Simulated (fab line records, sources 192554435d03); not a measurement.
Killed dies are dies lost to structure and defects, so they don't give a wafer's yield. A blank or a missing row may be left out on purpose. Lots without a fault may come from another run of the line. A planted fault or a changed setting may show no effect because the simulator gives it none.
A struck lot beside a sound one | flow n5_finfet | 36 steps out of a route of 1938
Sound: wafers L629.3, L629.4, L629.6. Struck: wafer L618.2. (L618.1, L618.3 of the same lot were not struck and are left out.) The cause comes at the end.
At each step with rows: each side's tool, then ch and its chambers, then its first start. Under that, the readings that differ: sound wafers | struck wafers | difference of the means | sigmas: that difference in standard deviations of wafers without a fault.
alike: readings whose means differ by less than 2 such deviations, and words and numbers that are the same on both sides. not compared: withheld readings, readings that some wafer has no value for, bounds like >300 that may hide the same value, and numbers for which the record gives no deviation and whose values overlap.
The two part at a step that has a row with sigmas, a row that says differs or no value, or rows on one side only. Numbers that don't overlap but have no deviation are shown without sigmas and don't part them. A reading that every wafer of one side lacks parts them only if that side has two wafers or more.

first, 9 steps without rows for these wafers: N5_BEOL_M7_ALD_77 (deposits TaN, target thk 2 nm, pulse time 2 s, purge time 3 s); N5_BEOL_M7_SURFACE_TREAT_79; N5_BEOL_M7_CVD_78 (deposits Co from CCTBA/H2, target thk 2 nm, time 142.3 s); N5_BEOL_M7_SPUTTER_48 (material Cu, target thk 10 nm, time 1.667 s); N5_BEOL_M7_ECD_50 (material Cu, target thk 300 nm); N5_BEOL_M7_ANNEAL_51 (time 90 s); N5_BEOL_M7_CMP_52 (polishes, stops on SiCOH lowk, t overpolish 6.9 s, target thk 80 nm); N5_BEOL_M7_PRE_CLEAN_55 (time 15 s); N5_BEOL_M7_DEP_56 (deposits SiCN from 3MS/NH3, target thk 10 nm, time 17.5 s).
N5_BEOL_M8_ILD_DEP_00: deposits SiCOH lowk from DEMS/porogen, target thk 179.75 nm, time 33.4 s.
  sound on pecvd-02 ch 0,1,2, day 14 11:04; struck on pecvd-01 ch 2, day 11 23:16
  reading                                            | sound           | struck | difference | sigmas
  model.SiCOH_lowk_of_BEOL_M8_ILD_DEP_00.thk_nm (nm) | 180.4 180 182.8 | 169.4  | -11.7      |
  alike: heater_power_w, showerhead_plenum_p_Torr, throttle_valve_pct
  not compared: rf_fwd_power_W, since_wet_clean_h
then, 1 step without rows for these wafers: N5_BEOL_M8_CURE_74 (cures SiCOH lowk, time 240 s).
N5_BEOL_M8_THK_MEAS_01:
  sound on film_metro-02, day 14 11:38; struck on film_metro-02, day 11 23:51
  reading         | sound             | struck | difference | sigmas
  M8_ILD_THK (nm) | 155.6 155.3 157.5 | 146.0  | -10.1      | -5
then, 23 steps without rows for these wafers: N5_BEOL_M8_PECVD_70 (deposits SiO2 from TEOS/O2, target thk 20 nm, time 22.7 s); N5_BEOL_M8_HM_DEP_02 (deposits TiN, target thk 20 nm); N5_BEOL_M8_COAT_59 (time 60 s, resist thk 100 nm); N5_BEOL_M8_COAT_60 (time 60 s, resist thk 35 nm); N5_BEOL_M8_COAT_05 (resist thk 90 nm); N5_BEOL_M8_EBR_07; N5_BEOL_M8_SOFTBAKE_06 (time 60 s); N5_BEOL_M8_EXPOSE_08 (exposes mask M8); N5_BEOL_M8_PEB_09 (peb time 60 s); N5_BEOL_M8_DEVELOP_10 (develop time 30 s); N5_BEOL_M8_DESCUM_16 (chemistry O2, time 7.9 s); N5_BEOL_M8_ETCH_61 (etches SiARC in CF4, target depth 45.5 nm, time 75.8 s); N5_BEOL_M8_ETCH_62 (etches SOC in N2/H2, target depth 110 nm, overetch 22 nm, time 165 s); N5_BEOL_M8_STRIP_68 (strips in N2/H2); N5_BEOL_M8_STRIP_67 (strips in CF4); N5_BEOL_M8_HM_OPEN_17 (chemistry Cl2/BCl3, target TiN, target depth 20 nm, overetch 6 nm); N5_BEOL_M8_STRIP_19 (strips in O2); N5_BEOL_M8_COAT_63 (time 60 s, resist thk 60 nm); N5_BEOL_M8_COAT_64 (time 60 s, resist thk 12 nm); N5_BEOL_M8_COAT_71 (time 60 s, resist thk 5 nm); N5_BEOL_M8_COAT_22 (resist thk 30 nm); N5_BEOL_M8_EBR_24; N5_BEOL_M8_SOFTBAKE_23 (time 60 s).
N5_BEOL_M8_CMP_52: polishes, stops on SiCOH lowk, t overpolish 6.9 s, target thk 80 nm.
  sound on cmp-04 ch 0,2,3, day 14 19:37; struck on cmp-03 ch 2, day 12 07:47
  reading                                            | sound             | struck | difference | sigmas
  model.SiCOH_lowk_of_BEOL_M8_ILD_DEP_00.thk_nm (nm) | 152.6 152.2 154.6 | 143    | -10        |
  alike: motor_current_A, retaining_ring_pressure_frac

WHERE THEY PART
Only at N5_BEOL_M8_THK_MEAS_01, within this record. Later steps at which nothing parts them and some readings are alike: N5_BEOL_M8_CMP_52.

WHY: what the simulator had put in
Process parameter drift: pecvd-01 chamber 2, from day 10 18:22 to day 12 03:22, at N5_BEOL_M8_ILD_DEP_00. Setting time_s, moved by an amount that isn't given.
